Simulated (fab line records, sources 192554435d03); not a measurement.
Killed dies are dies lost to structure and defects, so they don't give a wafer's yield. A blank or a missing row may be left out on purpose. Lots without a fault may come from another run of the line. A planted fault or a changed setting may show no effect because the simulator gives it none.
Split-lot experiment | flow n5_finfet | 7 lots, 21 wafers read, on a route of 1938 steps

THE SPLIT
At N5_SDB_EXPOSE_08 (exposes mask SDB), the setting dose_mj was moved away from the recipe's 49.6 on 9 of the 21 wafers read, by -5.6% to +5.6%. The other wafers ran this setting at the recipe's value.

FROM THE SPLIT TO THE READING: what the file shows between them, 2 steps
- N5_SDB_PEB_09: peb time 60 s
- N5_SDB_DEVELOP_10: develop time 30 s

THE READING
cd_nm, in nm, at N5_SDB_CD_MEAS_11 (target cd 50 nm). Fault-free wafers of this fab line usually give 49.3 nm, standard deviation 1.1 nm.

wafer  | tool, chamber at the split | dose_mj as run | against the recipe | cd_nm, nm | against lot-mates on the recipe
L074.3 | arfi_scanner-01, 0         | 49.6           | recipe             | 49.4      | -
L074.4 | arfi_scanner-01, 0         | 50.73          | +2.3%              | 53.1      | +3.7
L074.6 | arfi_scanner-01, 0         | 50.73          | +2.3%              | 53.2      | +3.8
L075.1 | arfi_scanner-03, 0         | 49.6           | recipe             | 49.0      | -
L075.3 | arfi_scanner-03, 0         | 49.6           | recipe             | 48.4      | -
L075.4 | arfi_scanner-03, 0         | 49.6           | recipe             | 47.9      | -
L079.1 | arfi_scanner-02, 0         | 49.6           | recipe             | 48.9      | -
L079.3 | arfi_scanner-02, 0         | 49.6           | recipe             | 48.2      | -
L079.6 | arfi_scanner-02, 0         | 51.38          | +3.6%              | 53.0      | +4.5
L083.2 | arfi_scanner-03, 0         | 49.6           | recipe             | 51.7      | -
L083.4 | arfi_scanner-03, 0         | 52.4           | +5.6%              | 57.2      | +5.5
L083.6 | arfi_scanner-03, 0         | 52.4           | +5.6%              | 56.1      | +4.4
L087.1 | arfi_scanner-02, 0         | 49.6           | recipe             | 47.3      | -
L087.4 | arfi_scanner-02, 0         | 49.6           | recipe             | 47.3      | -
L087.6 | arfi_scanner-02, 0         | 49.6           | recipe             | 49.7      | -
L090.3 | arfi_scanner-01, 0         | 48.67          | -1.9%              | 47.0      | no lot-mate on the recipe
L090.4 | arfi_scanner-01, 0         | 48.67          | -1.9%              | 47.7      | no lot-mate on the recipe
L090.5 | arfi_scanner-01, 0         | 48.67          | -1.9%              | 46.8      | no lot-mate on the recipe
L091.2 | arfi_scanner-01, 0         | 46.8           | -5.6%              | 42.3      | -4.8
L091.5 | arfi_scanner-01, 0         | 49.6           | recipe             | 47.1      | -
L091.6 | arfi_scanner-01, 0         | 49.6           | recipe             | 47.0      | -

THE FIT
A straight line over all 21 wafers: cd_nm changes by +1.3 nm for each +1% of dose_mj; r = +0.94; the points scatter about the line by 1.2 nm.
The same after taking each lot's own level away (the mean of its wafers on the recipe; 18 wafers): +0.948 nm for each +1%; r = +0.95; scatter 0.84 nm.
On that fit, the largest move of dose_mj shifts the reading by 5.4 nm.
The lots' own levels span 47.05 to 51.70 nm, that is 4.2 times the standard deviation above.
So the lot-to-lot level changes the slope: the two fits differ.
Check: with one of the wafers moved furthest among these (-5.6%) left out of the fit, the line predicts -5.42 nm for it against its lot-mates. It came out at -4.75 nm against them.

OTHER SPLITS ON THESE WAFERS
These wafers also went through other splits before the reading. Each is held against what the fit with the lots' levels taken away leaves over:
other split on the same wafers | wafers away from the commonest value | r with cd_nm (lot level and that fit taken away)
N5_SD_EPI_N_EPI_21 time_s      | 6                                    | +0.15
N5_SD_EPI_P_COAT_34 spin_rpm   | 3                                    | +0.24

THE WHOLE CHAIN: every reading that the file lists as answering this split, in the file's order
step              | what it does                                                         | reading                                                           | change (the file's fit)               | r (the file's)
N5_SDB_CD_MEAS_11 | target cd 50 nm                                                      | cd_nm                                                             | +0.974 nm for each +1% of the setting | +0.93
N5_SDB_ETCH_17    | etches SiARC in CF4, target depth 23.4 nm, time 39 s                 | SDB.cd_offset_nm (the simulator's own value, which no gauge read) | +0.987 nm for each +1% of the setting | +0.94
N5_SDB_HM_OPEN_20 | chemistry CH3F/O2, target SiNx, stops on poly-Si, target depth 24 nm | SDB.cd_offset_nm (the simulator's own value, which no gauge read) | +0.98 nm for each +1% of the setting  | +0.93
N5_SDB_ETCH_25    | etches SiO2 in C4F6/O2, target depth 10 nm, time 3.3 s               | SDB.cd_offset_nm (the simulator's own value, which no gauge read) | +0.968 nm for each +1% of the setting | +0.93

THE FILE'S OWN FIT
cd_nm changes by +0.974 nm for each +1% of dose_mj, r = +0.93.
